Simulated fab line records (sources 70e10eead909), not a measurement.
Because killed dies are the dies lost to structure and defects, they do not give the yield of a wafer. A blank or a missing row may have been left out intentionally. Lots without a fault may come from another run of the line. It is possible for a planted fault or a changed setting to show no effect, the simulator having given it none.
fab line records | flow nand-harc
[record] lots = 14 wafers = 42 last-day = 33
route steps=1302 shown A_CHANNEL_HOLE_D1@487 A_CHANNEL_FILL_D1@493
lots with no fault: from the same line, run without faults
start-h: hours from the record's opening day to when the first of the lot's shown wafers began | wait-h: time in hours since the lot's previous step | " same as the row above | L1.1+2: a single row standing in for several wafers | - no value present, or no start provided | * or withheld: withheld | < > ~ a bound
route shown NAME@n: names a module that has steps shown in the file, with the first one's number in the route | usual: mean/standard deviation taken from wafers without a fault | same: alike in all rows | chamber/n: place in a boat | sites: the reading at each site | _std_site: the values' standard deviation | _edge_site: mean of outer sites minus mean of inner sites | radius-mm: for every site, how far away it sits from the centre of the wafer | mask NAME#n: copy n | behind: the most recent tool/chamber to have shaped the wafer | hold: reason for holding the lot/hours on hold/outcome of the hold | device: the n, p or np transistor that did not switch | end of line: at the end of the route, the tests of the same wafers | where a step has no rows: the recipe by itself | killed: count of dies lost to structure and defects at first sort (not the wafer's yield) | map: dies across one wafer; x = killed, . = not, _ = none there
set.NAME: the setting the step ran with; set.NAME@STEP: the setting that earlier step ran with | model.NAME: the simulator's own value behind a step, which no gauge read
steps of the route over a sample of lots; a table a step, a row a wafer
services: when a tool's chamber went out of use (start-h, in hours from the record's first day, below 0 if earlier), for how many hours, and the reason
[[steps]]
[step NHARC_A_CHANNEL_HOLE_D1_CD_MEAS_30]
[usual] cd-nm = 90.6/1.3
// columns lot.wafer tool chamber start-h wait-h cd-nm
L832.1 cd-sem-01 - 189.33 - 88.8
L832.3 " - " " 92.6
L832.4 " - " " 90.2
L833.1 cd-sem-01 - 189.67 0.1 91.3
L833.2 " - " " 90.1
L833.3 " - " " 90.7
L835.2 cd-sem-01 - 219.86 - 91.1
L835.3 " - " " 92.3
L835.5 " - " " 92.7
L837.2 cd-sem-01 - 231.87 - 88.2
L837.3 " - " " 88.1
L837.5 " - " " 89.8
L836.3 cd-sem-02 - 231.95 0.1 93.0
L836.4 " - " " 91.3
L836.6 " - " " 90.7
L839.1 cd-sem-02 - 254.95 - 91.3
L839.2 " - " " 91.5
L839.5 " - " " 90.3
L840.1 cd-sem-02 - 268.65 - 91.9
L840.2 " - " " 91.2
L840.6 " - " " 91.3
L842.4 cd-sem-02 - 294.80 - 92.0
L842.5 " - " " 90.1
L842.6 " - " " 91.5
L843.1 cd-sem-02 - 303.61 - 92.6
L843.4 " - " " 89.8
L843.6 " - " " 91.2
L844.1 cd-sem-03 - 306.84 - 90.3
L844.3 " - " " 90.3
L844.6 " - " " 90.6
L845.2 cd-sem-03 - 322.66 0.1 90.1
L845.4 " - " " 93.2
L845.5 " - " " 89.3
L851.1 cd-sem-01 - 378.92 - 88.5
L851.4 " - " " 89.3
L851.5 " - " " 89.9
L852.1 cd-sem-03 - 391.39 - 91.3
L852.2 " - " " 88.8
L852.4 " - " " 91.2
L853.2 cd-sem-01 - 395.64 - 89.8
L853.3 " - " " 90.8
L853.6 " - " " 90.7
[step NHARC_A_CHANNEL_FILL_D1_ALD_03]
[recipe] target-thk-a = 60 pulse-time-s = 60 ald-cycles = 58 temp-c = 630 pressure-torr = 2 material = SiNx
[usual] precursor-pulse-height-rel = 1.000/0.022
// columns lot.wafer tool chamber start-h wait-h precursor-pulse-height-rel
L832.1 ald-sin-batch-01 0 - - 1.000
L832.3 " 0 " " 0.981
L832.4 " 0 " " 1.008
L833.1 ald-sin-batch-01 0 - - 0.974
L833.2 " 0 " " 0.981
L833.3 " 0 " " 1.017
L835.2 ald-sin-batch-02 0 - - 1.018
L835.3 " 0 " " 0.984
L835.5 " 0 " " 0.989
L836.3 ald-sin-batch-02 0 - - 1.021
L836.4 " 0 " " 1.000
L836.6 " 0 " " 0.953
L837.2 ald-sin-batch-02 0 - - 1.022
L837.3 " 0 " " 0.979
L837.5 " 0 " " 0.977
L839.1 ald-sin-batch-02 0 - - 0.968
L839.2 " 0 " " 0.985
L839.5 " 0 " " 1.010
L840.1 ald-sin-batch-01 0 - - 0.977
L840.2 " 0 " " 0.997
L840.6 " 0 " " 1.011
L842.4 ald-sin-batch-02 0 - - 0.976
L842.5 " 0 " " 1.022
L842.6 " 0 " " 0.988
L843.1 ald-sin-batch-01 0 - - 1.003
L843.4 " 0 " " 1.007
L843.6 " 0 " " 1.014
L844.1 ald-sin-batch-02 0 - - 0.992
L844.3 " 0 " " 0.975
L844.6 " 0 " " 0.995
L845.2 ald-sin-batch-02 0 - - 0.982
L845.4 " 0 " " 1.027
L845.5 " 0 " " 1.007
L851.1 ald-sin-batch-02 0 - - 1.010
L851.4 " 0 " " 0.957
L851.5 " 0 " " 0.999
L852.1 ald-sin-batch-03 0 - - 1.023
L852.2 " 0 " " 1.002
L852.4 " 0 " " 1.003
L853.2 ald-sin-batch-01 0 - - 0.991
L853.3 " 0 " " 1.007
L853.6 " 0 " " 1.071
[step NHARC_A_CHANNEL_FILL_D1_ETCHBACK_19]
[recipe] target-depth-a = 50 time-s = 1.7 hbr-flow-sccm = 150 cl2-flow-sccm = 50 rf-w = 400 icp-w = 400 bias-w = 100 chemistry = HBr/Cl2
[usual] drypump-motor-current-A = 5.6/0.45 he-backside-leak-sccm = 2.64/0.26 oes-product-au = 1.003/0.0085 throttle-valve-pct = 26.407/0.0098
[same] time-s = 1.7
// columns lot.wafer tool chamber start-h wait-h drypump-motor-current-A he-backside-leak-sccm oes-product-au rf-hours-counter-h throttle-valve-pct
L833.1 rie-si-05 0 213.92 0.4 5.9 2.43 1.007 0.5 26.407
L833.3 " 1 " " 5.4 2.41 0.994 0.5 26.393
L833.2 " 3 " " 6.5 2.48 0.992 0.4 26.414
L832.4 rie-si-02 3 213.95 0.4 4.9 2.79 1.007 0.6 26.421
L832.1 " 1 " " 5.7 2.81 0.992 0.6 26.401
L832.3 " 2 " " 5.5 2.37 1.011 0.5 26.407
L835.2 rie-si-02 3 244.73 0.4 4.9 2.72 1.010 0.8 26.402
L835.3 " 0 " " 5.3 2.77 0.996 0.9 26.394
L835.5 " 0 " " 5.3 2.70 1.001 - 26.386
L836.4 rie-si-05 1 256.13 0.4 5.4 2.36 1.001 0.9 26.401
L836.3 " 0 " " 5.8 2.52 1.013 0.9 26.405
L836.6 " 1 " " 5.4 2.31 1.002 - 26.408
L837.3 rie-si-02 3 256.15 0.4 4.9 2.76 1.003 0.9 26.407
L837.2 " 0 " " 5.3 2.95 0.994 1.0 26.388
L837.5 " 2 " " 5.5 2.49 1.008 - 26.417
L839.2 rie-si-05 3 279.39 0.4 6.5 2.48 1.003 0.8 26.401
L839.1 " 2 " " 6.1 2.78 1.007 0.7 26.416
L839.5 " 0 " " 5.9 2.48 1.013 - 26.396
L840.2 rie-si-02 0 294.12 0.4 5.3 2.75 1.002 0.0 26.403
L840.1 " 3 " " 4.9 2.74 1.003 0.0 26.398
L840.6 " 0 " " 5.3 2.83 0.997 - 26.406
L842.4 rie-si-06 1 321.30 0.4 5.3 2.67 1.000 0.4 26.414
L842.5 " 1 " " 5.2 2.65 0.997 - 26.412
L842.6 " 2 " " 5.2 2.79 1.011 - 26.411
L843.4 rie-si-05 2 328.32 0.4 6.1 2.54 1.000 0.0 26.415
L843.1 " 0 " " 5.9 2.34 0.992 0.0 26.410
L843.6 " 1 " " 5.5 2.49 0.996 - 26.411
L844.1 rie-si-05 1 334.47 0.4 5.4 2.28 1.002 0.1 26.412
L844.3 " 3 " " 6.5 2.42 1.000 0.1 26.404
L844.6 " 0 " " 5.9 2.30 1.002 - 26.410
L845.2 rie-si-02 3 348.42 0.4 4.9 2.82 1.006 0.3 26.421
L845.4 " 0 " " 5.4 3.02 1.001 0.4 26.402
L845.5 " 3 " " 4.9 2.75 1.006 - 26.399
L851.4 rie-si-02 0 407.81 0.4 5.3 2.76 1.003 0.7 26.381
L851.1 " 2 " " 5.6 2.46 1.024 0.7 26.415
L851.5 " 1 " " 5.7 4.24 0.996 - 26.421
L852.1 rie-si-02 1 415.84 0.4 5.7 3.17 0.993 0.7 26.422
L852.4 " 2 " " 5.5 2.46 1.002 0.7 26.405
L852.2 " 0 " " 5.4 2.97 1.009 0.7 26.408
L853.2 rie-si-05 1 420.52 0.4 5.4 2.33 0.997 0.6 26.393
L853.3 " 2 " " 6.1 2.42 1.005 0.6 26.403
L853.6 " 1 " " 5.4 2.43 0.992 - 26.397
[step NHARC_A_CHANNEL_FILL_D1_CVD_09]
[recipe] target-thk-a = 1500 temp-c = 620 pressure-mtorr = 200 time-s = 3000 material = poly-Si
[usual] pressure-mtorr = 200.0/0.35 run-length-s = 3002.0/0.32 time-s = 3000/0 tube-center-temp-C = 620/0.054
// columns lot.wafer tool chamber start-h wait-h pressure-mtorr run-length-s time-s tube-center-temp-C
L832.1 lpcvd-poly-04 0 234.03 2.2 200.2 3002.1 3000 620
L832.3 " 0 " " 200.6 3002.1 3000 619.98
L832.4 " 0 " " 200.1 3002.1 3000 620.04
L833.1 lpcvd-poly-04 0 234.03 - 199.9 3001.9 3000 620.09
L833.2 " 0 " " 200.3 3001.9 3000 620.02
L833.3 " 0 " " 200.2 3001.9 3000 619.99
L835.2 lpcvd-poly-03 0 265.13 2.4 200.1 3002.0 3000 620.04
L835.3 " 0 " " 199.6 3002.0 3000 620.04
L835.5 " 0 " " 199.9 3002.0 3000 620.08
L836.3 lpcvd-poly-02 0 276.25 - 200.5 3001.7 3000 619.99
L836.4 " 0 " " 200.0 3001.7 3000 620
L836.6 " 0 " " 200.1 3001.7 3000 619.91
L837.2 lpcvd-poly-02 0 276.25 2.3 200.5 3001.7 3000 620.06
L837.3 " 0 " " 201.1 3001.7 3000 619.97
L837.5 " 0 " " 199.8 3001.7 3000 620.05
L839.1 lpcvd-poly-02 0 299.52 2.3 200.3 3001.6 3000 620
L839.2 " 0 " " 200.7 3001.6 3000 619.86
L839.5 " 0 " " 200.7 3001.6 3000 620.04
L840.1 lpcvd-poly-04 0 314.44 2.3 199.8 3002.7 3000 619.94
L840.2 " 0 " " 200.0 3002.7 3000 620.01
L840.6 " 0 " " 200.1 3002.7 3000 620.02
L842.4 lpcvd-poly-04 0 343.61 2.3 199.8 3002.0 3000 619.88
L842.5 " 0 " " 199.5 3002.0 3000 619.87
L842.6 " 0 " " 199.4 3002.0 3000 619.98
L843.1 lpcvd-poly-03 0 348.60 2.4 200.0 3002.6 3000 620.06
L843.4 " 0 " " 200.1 3002.6 3000 619.98
L843.6 " 0 " " 199.8 3002.6 3000 620.02
L844.1 lpcvd-poly-02 0 354.66 2.3 200.6 3001.9 3000 620
L844.3 " 0 " " 200.0 3001.9 3000 620.01
L844.6 " 0 " " 200.0 3001.9 3000 619.96
L845.2 lpcvd-poly-04 0 368.41 2.3 200.2 3002.1 3000 619.96
L845.4 " 0 " " 200.1 3002.1 3000 620.08
L845.5 " 0 " " 199.9 3002.1 3000 620.06
L851.1 lpcvd-poly-04 0 428.53 2.3 199.9 3001.9 3000 620.09
L851.4 " 0 " " 199.5 3001.9 3000 620.02
L851.5 " 0 " " 199.6 3001.9 3000 620.06
L852.1 lpcvd-poly-04 - 438.07 - - - - -
L852.2 " - " " - - - -
L852.4 " - " " - - - -
L853.2 lpcvd-poly-04 - 438.07 2.3 - - - -
L853.3 " - " " - - - -
L853.6 " - " " - - - -
[step NHARC_A_CHANNEL_FILL_D1_CMP_10]
[recipe] target-thk-nm = 150
[usual] motor-current-A = 11.9/1.7 slurry-filter-dp-kPa = 13.50/0.13 time-to-endpoint-s = 15/3.2
// columns lot.wafer tool chamber start-h wait-h motor-current-A slurry-filter-dp-kPa time-to-endpoint-s
L833.3 cmp-02 1 237.21 0.4 9.5 13.44 16
L833.2 " 3 " " 11.4 13.67 17
L833.1 " 0 " " 10.5 13.45 21
L832.4 cmp-01 3 237.24 0.4 11.1 13.45 15
L832.3 " 0 " " 14.1 13.68 12
L832.1 " 1 " " 13.7 13.45 17
L835.3 cmp-02 2 268.34 0.4 15.1 13.75 16
L835.2 " 0 " " 11.0 13.66 18
L835.5 " 1 " " 9.4 13.43 14
L837.2 cmp-02 1 279.43 0.4 9.5 13.49 15
L837.3 " 0 " " 10.5 13.45 20
L837.5 " 2 " " 14.5 13.42 19
L836.3 cmp-03 0 279.48 0.4 11.8 13.27 14
L836.4 " 1 " " 12.9 13.52 14
L836.6 " 2 " " 10.5 13.65 11
L839.2 cmp-02 3 302.70 0.4 12.1 13.14 16
L839.1 " 0 " " 10.5 13.15 20
L839.5 " 2 " " 14.0 13.64 18
L840.2 cmp-02 3 317.67 0.4 11.8 13.41 14
L840.1 " 0 " " 10.8 13.65 21
L840.6 " 2 " " 13.8 13.40 21
L842.4 cmp-01 1 346.84 0.4 13.7 13.64 21
L842.5 " 3 " " 11.3 13.58 19
L842.6 " 0 " " 14.4 13.48 18
L843.4 cmp-01 1 351.80 0.4 14.0 13.59 19
L843.1 " 3 " " 11.3 13.60 17
L843.6 " 0 " " 14.1 13.46 18
L844.1 cmp-02 1 357.87 0.4 9.5 13.63 12
L844.3 " 2 " " 14.9 13.42 16
L844.6 " 1 " " 10.0 13.83 13
L845.4 cmp-03 0 371.57 0.4 11.2 13.56 18
L845.2 " 3 " " 10.2 13.52 16
L845.5 " 1 " " 13.0 13.30 15
L851.4 cmp-01 0 431.69 0.4 14.5 13.54 16
L851.1 " 3 " " 11.7 13.50 16
L851.5 " 1 " " 13.9 13.49 17
L852.4 cmp-02 3 441.29 0.4 11.6 13.55 6
L852.2 " 0 " " 10.6 13.69 9
L852.1 " 1 " " 9.7 13.64 6
L853.2 cmp-03 1 441.31 0.4 12.6 13.57 7
L853.3 " 2 " " 11.1 13.49 3
L853.6 " 0 " " 11.6 13.38 5
[[services]]
// columns tool chamber start-h hours kind
cmp-01 - 185.50 4.0 pm
cmp-01 - 194.18 1.8 repair
lpcvd-poly-02 - 207.56 26.0 pm
rie-si-05 2 210.66 9.5 repair
cmp-01 - 213.92 0.7 repair
cmp-01 - 220.29 6.0 repair
cmp-02 - 230.64 0.6 repair
cmp-02 - 232.50 4.0 pm
ald-sin-batch-01 - 234.43 5.1 repair
rie-si-05 2 253.02 1.7 repair
cmp-01 - 264.67 1.0 repair
ald-sin-batch-02 - 266.00 26.0 pm
cmp-01 - 266.76 1.3 repair
rie-si-02 - 277.00 9.0 pm
cmp-01 - 281.07 2.4 repair
cmp-01 - 283.50 4.0 pm
rie-si-05 - 305.00 9.0 pm
cmp-02 - 330.11 1.3 repair
cmp-02 - 350.71 2.6 repair
rie-si-05 3 355.60 7.7 repair
cmp-02 - 364.57 3.4 repair
cmp-02 - 403.24 0.9 repair
rie-si-05 3 413.69 2.1 repair
cmp-02 - 429.37 4.0 pm
[[key]]
[first-sign] step = NHARC_A_CHANNEL_FILL_D1_CVD_09 reading = tool-record direction = missing
[effect] step = NHARC_A_CHANNEL_FILL_D1_CMP_10 reading = time-to-endpoint-s direction = down sigmas = 2.9 usual = * struck = *
met-at NHARC_A_CHANNEL_FILL_D1_CVD_09
struck-lots L852,L853
later-rows-left-out L852.1,L852.2,L852.4,L853.2,L853.3,L853.6
sort-left-out L852.1,L852.2,L852.4,L853.2,L853.3,L853.6
tester-left-out L852,L853
not-acting-at NHARC_A_CHANNEL_HOLE_D1_CD_MEAS_30,NHARC_A_CHANNEL_FILL_D1_ALD_03,NHARC_A_CHANNEL_FILL_D1_ETCHBACK_19
onset-between 428.53 438.07
[fault] kind = skipped-step-whole tool = lpcvd-poly-04 chamber = - onset-h = 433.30 steps = NHARC_A_CHANNEL_FILL_D1_CVD_09 scope = struck-lots-only
// tester-left-out: of these lots the tester's yield and bins aren't shown, on N5 and GAA mostly nor the transistor test; their killed dies are dies lost to structure and defects alone, not to doping, threshold or leakage, so they don't give the yield
// sort-left-out: the simulated sort isn't trusted on such a fault, so these wafers' sort isn't shown, and their yield isn't known
// later-rows-left-out: the simulator's readings of these wafers behind a module that went badly wrong aren't trusted and aren't shown, but for the sort
